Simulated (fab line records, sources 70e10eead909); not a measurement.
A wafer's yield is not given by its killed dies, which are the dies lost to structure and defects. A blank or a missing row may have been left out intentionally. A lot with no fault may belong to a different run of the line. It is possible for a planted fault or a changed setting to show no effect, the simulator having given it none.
Chamber matching :: flow nandHarc :: 4 sister chambers for NHARC_A_M0_CMP_23 on cmp-04
The step polishes, t overpolish 20 s, target thk 113.75 nm. 14 wafers are shown with their chamber, then 7 later ones without.

WAFERS PAIRED WITH THEIR CHAMBERS
wafer: L078.2
chamber: 1
motorCurrentA (A): 12.6
timeToEndpointS (s): 28

wafer: L078.3
chamber: 3
motorCurrentA (A): 11.4
timeToEndpointS (s): 27

wafer: L078.6
chamber: 1
motorCurrentA (A): 12.9
timeToEndpointS (s): 29

wafer: L083.2
chamber: 3
motorCurrentA (A): 11.7
timeToEndpointS (s): 28

wafer: L083.3
chamber: 2
motorCurrentA (A): 12.9
timeToEndpointS (s): 28

wafer: L083.4
chamber: 0
motorCurrentA (A): 13.0
timeToEndpointS (s): 26

wafer: L083.1
chamber: 1
motorCurrentA (A): 13.1
timeToEndpointS (s): 26

wafer: L083.5
chamber: 0
motorCurrentA (A): 12.7
timeToEndpointS (s): 27

wafer: L083.6
chamber: 3
motorCurrentA (A): 12.1
timeToEndpointS (s): 28

wafer: L086.1
chamber: 2
motorCurrentA (A): 12.0
timeToEndpointS (s): 28

wafer: L086.2
chamber: 3
motorCurrentA (A): 11.8
timeToEndpointS (s): 25

wafer: L086.4
chamber: 1
motorCurrentA (A): 12.8
timeToEndpointS (s): 27

wafer: L088.2
chamber: 2
motorCurrentA (A): 12.5
timeToEndpointS (s): 30

wafer: L088.3
chamber: 0
motorCurrentA (A): 12.9
timeToEndpointS (s): 28

SIGNATURES, as means of the wafers listed above
reading: motorCurrentA
chamber 0: 12.867
chamber 1: 12.850
chamber 2: 12.467
chamber 3: 11.750
scatter within a chamber: 0.289

reading: timeToEndpointS
chamber 0: 27.00
chamber 1: 27.50
chamber 2: 28.67
chamber 3: 27.00
scatter within a chamber: 1.25
Rule: a wafer's distance from a chamber is the root of the sum, over the readings, of the square of ((its reading less the chamber's mean) divided by the reading's scatter). The wafer belongs to the nearest chamber; if the next one is less than 2 further off, it can't be placed. How the scatter is found: for the shown wafers, subtract from each reading the mean of its chamber, square and add these, divide the total by (wafers less chambers), then take the root.

WAFERS MISSING THEIR CHAMBER
wafer: L088.4
motorCurrentA (A): 13.0
timeToEndpointS (s): 29

wafer: L093.1
motorCurrentA (A): 11.5
timeToEndpointS (s): 28

wafer: L093.4
motorCurrentA (A): 11.8
timeToEndpointS (s): 28

wafer: L093.6
motorCurrentA (A): 12.4
timeToEndpointS (s): 27

wafer: L095.1
motorCurrentA (A): 12.1
timeToEndpointS (s): 31

wafer: L095.2
motorCurrentA (A): 12.4
timeToEndpointS (s): 32

wafer: L095.4
motorCurrentA (A): 12.7
timeToEndpointS (s): 31

CHAMBER TAKEN BY EACH
wafer: L088.4
from the rows above: can't be placed: 1 or 0 or 2
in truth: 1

wafer: L093.1
from the rows above: 3
in truth: 3

wafer: L093.4
from the rows above: can't be placed: 3 or 2
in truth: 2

wafer: L093.6
from the rows above: can't be placed: 2 or 1 or 0 or 3
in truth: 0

wafer: L095.1
from the rows above: can't be placed: 2 or 3 or 1 or 0
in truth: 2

wafer: L095.2
from the rows above: can't be placed: 2 or 1 or 0 or 3
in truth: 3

wafer: L095.4
from the rows above: can't be placed: 2 or 1 or 0
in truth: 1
Correct placement for 1 of the 7. Cannot be placed on the basis of these rows: 6; the candidates contain the true chamber in 6. 0 placed wrongly.
